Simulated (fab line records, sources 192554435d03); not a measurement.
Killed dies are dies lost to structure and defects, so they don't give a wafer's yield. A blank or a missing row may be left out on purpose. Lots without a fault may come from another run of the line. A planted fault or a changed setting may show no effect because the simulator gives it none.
A struck lot beside a sound one | flow n5_finfet | 36 steps out of a route of 1938
Sound: wafers L387.1, L387.3, L387.6. Struck: wafer L391.2. (L391.1, L391.6 of the same lot were not struck and are left out.) The cause comes at the end.
At each step with rows: each side's tool, then ch and its chambers, then its first start. Under that, the readings that differ: sound wafers | struck wafers | difference of the means | sigmas: that difference in standard deviations of wafers without a fault.
alike: readings whose means differ by less than 2 such deviations, and words and numbers that are the same on both sides. not compared: withheld readings, readings that some wafer has no value for, bounds like >300 that may hide the same value, and numbers for which the record gives no deviation and whose values overlap.
The two part at a step that has a row with sigmas, a row that says differs or no value, or rows on one side only. Numbers that don't overlap but have no deviation are shown without sigmas and don't part them. A reading that every wafer of one side lacks parts them only if that side has two wafers or more.

first, 9 steps without rows for these wafers: N5_BEOL_M4_ANNEAL_95 (time 240 s); N5_BEOL_M4_SPUTTER_96 (material Cu, target thk 4.5 nm, time 8.29 s); N5_BEOL_M4_ECD_50 (material Cu, target thk 300 nm); N5_BEOL_M4_ANNEAL_51 (time 90 s); N5_BEOL_M4_CMP_52 (polishes, stops on SiOC, t overpolish 6.8 s, target thk 40 nm); N5_BEOL_M4_PRE_CLEAN_60 (time 15 s); N5_BEOL_M4_CO_CAP_55 (material Co, precursor CCTBA/H2, target thk 2 nm, time 102.1 s); N5_BEOL_M4_PRE_CLEAN_56 (time 15 s); N5_BEOL_M4_DEP_57 (deposits SiCN from 3MS/NH3, target thk 8 nm, time 14 s).
N5_BEOL_M4_RC_MEAS_101:
  sound on prober-01 ch 0, day 12 04:16; struck on prober-02 ch 0, day 12 23:18
  reading       | sound             | struck | difference | sigmas
  DIBL_P (mV/V) | 37.4 34.5 36.2    | 39.9   | +3.9       | +2
  ION_N (uA/um) | 674 641 662       | 689    | +30        | +3
  ION_P (uA/um) | 459 448 452       | 467    | +14        | +2
  VT_N (mV)     | 252.2 256.2 255.1 | 248.2  | -6.3       | -2
  alike: DIBL_N, IOFF_N, IOFF_P, SS_N, SS_P, VT_P
then, 24 steps without rows for these wafers: N5_BEOL_M5_ILD_DEP_00 (deposits SiCOH lowk from DEMS/porogen, target thk 140.64 nm, time 25.9 s); N5_BEOL_M5_CURE_79 (cures SiCOH lowk, time 240 s); N5_BEOL_M5_PECVD_70 (deposits SiO2 from TEOS/O2, target thk 16 nm, time 18 s); N5_BEOL_M5_HM_DEP_02 (deposits TiN, target thk 20 nm); N5_BEOL_M5_COAT_59 (time 60 s, resist thk 60 nm); N5_BEOL_M5_COAT_60 (time 60 s, resist thk 12 nm); N5_BEOL_M5_COAT_71 (time 60 s, resist thk 5 nm); N5_BEOL_M5_COAT_05 (resist thk 30 nm); N5_BEOL_M5_EBR_07; N5_BEOL_M5_SOFTBAKE_06 (time 60 s); N5_BEOL_M5_EXPOSE_08 (exposes mask M5, target cd 28 nm); N5_BEOL_M5_PEB_09 (peb time 60 s); N5_BEOL_M5_DEVELOP_10 (develop time 30 s); N5_BEOL_M5_DESCUM_16 (chemistry O2, time 7 s); N5_BEOL_M5_ETCH_72 (etches underlayer in N2/H2, target depth 6.5 nm, time 5.2 s); N5_BEOL_M5_ETCH_61 (etches SiARC in CF4, target depth 15.6 nm, time 26 s); N5_BEOL_M5_ETCH_62 (etches SOC in N2/H2, target depth 75 nm, overetch 15 nm, time 112.5 s); N5_BEOL_M5_STRIP_63 (strips in N2/H2); N5_BEOL_M5_STRIP_73 (strips in N2/H2); N5_BEOL_M5_STRIP_64 (strips in CF4); N5_BEOL_M5_HM_OPEN_17 (chemistry Cl2/BCl3, target TiN, target depth 20 nm, overetch 6 nm); N5_BEOL_M5_STRIP_19 (strips in O2); N5_BEOL_M5_COAT_65 (time 60 s, resist thk 60 nm); N5_BEOL_M5_COAT_66 (time 60 s, resist thk 12 nm).
-- the record jumps here: 4 days lie between the struck wafers' starts before and after (it left off in module BEOL_M5 and takes up again in module PASSIVATION, whose first step shown is number 1930 of the route) --
N5_PASSIVATION_ETCH_54: etches SiO2 in CHF3/O2, target depth 880 nm, time 440 s.
  sound on rie_diel-05 ch 1,2,3, day 16 19:28; struck on rie_diel-05 ch 1, day 17 05:07
  reading                                 | sound             | struck | difference | sigmas
  model.etch.depth_nm (nm)                | 877.6 886.7 899.9 | 685.6  | -202.5     |
  model.PASSIVATION.feature_depth_nm (nm) | 877.6 886.8 899.8 | 685.6  | -202.5     |
  alike: O2_flow_sccm, drypump_motor_current_A, oes_product_au, rf_vpp_V, showerhead_plenum_p_Torr, throttle_valve_pct
  not compared: rf_hours_counter_h
N5_PASSIVATION_PROBE_49:
  sound on prober-01, day 16 22:45; struck on prober-01, day 17 07:57
  reading                  | sound | struck | difference | sigmas
  defect_limited_yield (%) | 90.5  | 0      | -90        | -70
  killed_at_contacts       | 12    | 25     | +13        | +2
  killed_at_other          | 2     | 1056   | +1054      | +99 or more
  killed_dies              | 112   | 1180   | +1068      | +71
  killed_on_rim            | 18    | 152    | +134       | +32
  killed_open              | 67    | 89     | +22        | +2
  sort_bin_5_function (%)  | 4.7   | 95.4   | +90.7      | +99 or more
  sort_n_pass              | 1068  | 0      | -1068      | -71
  sort_yield_pct (%)       | 90.5  | 0      | -90        | -70
  alike: killed_at_M0_to_M3, killed_at_M4_up, killed_at_front_end, killed_short, sort_bin_6_memory

WHERE THEY PART
First at N5_BEOL_M4_RC_MEAS_101; last, within this record, at N5_PASSIVATION_PROBE_49.

WHY: what the simulator had put in
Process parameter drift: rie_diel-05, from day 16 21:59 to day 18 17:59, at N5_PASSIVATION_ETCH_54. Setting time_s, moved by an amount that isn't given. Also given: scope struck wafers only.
